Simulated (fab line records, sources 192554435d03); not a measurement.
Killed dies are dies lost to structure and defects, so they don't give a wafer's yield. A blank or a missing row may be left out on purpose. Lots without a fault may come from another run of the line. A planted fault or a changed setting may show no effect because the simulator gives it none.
Split-lot experiment | flow n5_finfet | 7 lots, 21 wafers read, on a route of 1938 steps

THE SPLIT
At N5_BEOL_M0_ETCH_109 (etches SiCN in CH3F/O2, target depth 8 nm, overetch 2.4 nm, time 27.4 s), the setting bias_w was moved away from the recipe's 75 W on 5 of the 21 wafers read, by -8.7% to +16.7%. The other wafers ran this setting at the recipe's value.

The reading is taken at the split's own step.

THE READING
rf_vpp_V, in V, at N5_BEOL_M0_ETCH_109 (etches SiCN in CH3F/O2, target depth 8 nm, overetch 2.4 nm, time 27.4 s). Fault-free wafers of this fab line usually give 297.2 V, standard deviation 1.3 V.

wafer  | tool, chamber at the split | bias_w as run, W | against the recipe | rf_vpp_V, V | against lot-mates on the recipe
L075.1 | rie_diel-04, 1             | 75               | recipe             | 296.2       | -
L075.2 | rie_diel-04, 0             | 75               | recipe             | 298.0       | -
L075.3 | rie_diel-04, 2             | 86.44            | +15.3%             | 323.2       | +26.1
L079.1 | rie_diel-04, 0             | 75               | recipe             | 299.0       | -
L079.2 | rie_diel-04, 2             | 75               | recipe             | 294.9       | -
L079.5 | rie_diel-04, 1             | 75               | recipe             | 297.0       | -
L081.3 | rie_diel-05, 1             | 75               | recipe             | 296.7       | -
L081.5 | rie_diel-05, 0             | 68.47            | -8.7%              | 278.1       | -18.6
L081.6 | rie_diel-05, 3             | 68.47            | -8.7%              | 280.1       | -16.6
L086.2 | rie_diel-05, 3             | 87.54            | +16.7%             | 325.7       | +27.9
L086.4 | rie_diel-05, 0             | 75               | recipe             | 297.8       | -
L086.6 | rie_diel-05, 1             | 87.54            | +16.7%             | 328.4       | +30.6
L091.3 | rie_diel-03, 3             | 75               | recipe             | 299.8       | -
L091.4 | rie_diel-03, 1             | 75               | recipe             | 298.3       | -
L091.6 | rie_diel-03, 0             | 75               | recipe             | 296.0       | -
L090.4 | rie_diel-05, 1             | 75               | recipe             | 298.5       | -
L090.5 | rie_diel-05, 2             | 75               | recipe             | 297.1       | -
L090.6 | rie_diel-05, 1             | 75               | recipe             | 298.7       | -
L097.1 | rie_diel-05, 0             | 75               | recipe             | 295.4       | -
L097.2 | rie_diel-05, 2             | 75               | recipe             | 297.1       | -
L097.4 | rie_diel-05, 1             | 75               | recipe             | 298.1       | -

THE FIT
A straight line over all 21 wafers: rf_vpp_V changes by +1.82 V for each +1% of bias_w; r = +0.99; the points scatter about the line by 1.6 V.
The same after taking each lot's own level away (the mean of its wafers on the recipe; 21 wafers): +1.79 V for each +1%; r = +0.99; scatter 1.4 V.
On that fit, the largest move of bias_w shifts the reading by 30 V.
The lots' own levels span 296.70 to 298.10 V, that is 1.1 times the standard deviation above.
So the lot-to-lot level changes the slope little: the two slopes agree.
Check: with one of the wafers moved furthest among these (+16.7%) left out of the fit, the line predicts +30.5 V for it against its lot-mates. It came out at +27.9 V against them.
Tool readings at the split's step, against how far the setting was moved: rf_vpp_V r = +0.99.

OTHER SPLITS ON THESE WAFERS
These wafers also went through other splits before the reading. Each is held against what the fit with the lots' levels taken away leaves over:
other split on the same wafers    | wafers away from the commonest value | r with rf_vpp_V (lot level and that fit taken away)
N5_BEOL_M0_SAQP_EXPOSE_11 dose_mj | 8                                    | -0.02
N5_BEOL_M0_ETCH_138 source_w      | 6                                    | -0.15

THE FILE'S OWN FIT
rf_vpp_V changes by +1.77 V for each +1% of bias_w, r = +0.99.
